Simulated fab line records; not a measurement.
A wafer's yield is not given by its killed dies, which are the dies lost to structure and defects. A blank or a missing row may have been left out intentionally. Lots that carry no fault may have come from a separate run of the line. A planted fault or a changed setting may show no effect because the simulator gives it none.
One fault through the eyes of 2 desks -- flow nand harc -- each desk has only its own numbers; what lay behind them comes last

DESK OF THE TOOL OWNER: pecvd onon-02
The tool's own readings at NHARC_A_ONON_D1_DEP_19 (target thk 1000 nm): means of the sampled wafers that have a number, for each lot that ran on this tool. Any lot whose mean is over 4 standard deviations away from the usual mean is out of limits and marked OUT; that distance is given in the brackets.
Columns: A = sih4 flow sccm at NHARC_A_ONON_D1_DEP_19, usual 210.0 sccm
lot,first seen here,A
L834,day 8 02:30,210.0
L839,day 10 03:46,209.6
L846,day 13 01:07,210.9
L849,day 14 05:35,210.3
L857,day 17 17:25,210.2
This desk found nothing out of limits on any of the 5 lots.

AT THE METROLOGY DESK
What the gauges read for every lot (on any tool): the sampled wafers with a number, averaged. Any lot whose mean is over 4 standard deviations away from the usual mean is out of limits and marked OUT; that distance is given in the brackets.
Columns: A = thk nm at NHARC_A_ONON_D1_THK_MEAS_02, usual 1002 nm; B = thk nm at NHARC_A_ONON_D1_THK_MEAS_21, usual 997 nm
lot,first seen here,A,B
L834,day 7 16:22,1007,993
L835,day 8 06:52,1001,996
L836,day 8 10:23,989,1008
L838,day 9 02:35,1005,1007
L839,day 9 17:34,1014,1007
L845,day 12 06:26,1002,984
L846,day 12 14:23,1003,882 (-19) OUT
L849,day 13 19:23,984,869 (-21) OUT
L850,day 14 15:02,983,993
L852,day 15 14:35,1011,998
L853,day 15 20:28,1005,1004
L854,day 16 01:10,984,993
L856,day 16 21:50,998,997
L857,day 17 07:13,1018,993
Finding of this desk: L846, L849 out of limits; the first was L846 at day 13 01:37, on thk nm at NHARC_A_ONON_D1_THK_MEAS_21. Within limits: L834, L835, L836, L838, L839, L845, L850, L852, L853, L854, L856, L857.

TAKEN TOGETHER
The metrology desk could have raised an alarm at day 13 01:37, on L846, L849.
Nothing out of limits was seen by the tool owner's desk.
On record at the tool owner's desk: L846, L849, within its limits.
NHARC_A_ONON_D1_DEP_19 was run on pecvd onon-02 by each of the lots named.

WHAT THE SIMULATOR HAD PUT IN
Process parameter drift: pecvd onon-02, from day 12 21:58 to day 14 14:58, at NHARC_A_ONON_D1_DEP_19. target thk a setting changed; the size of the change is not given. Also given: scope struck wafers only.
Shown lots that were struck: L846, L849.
Hours from the fault's start to each desk's first reading out of limits: the metrology desk, 4.
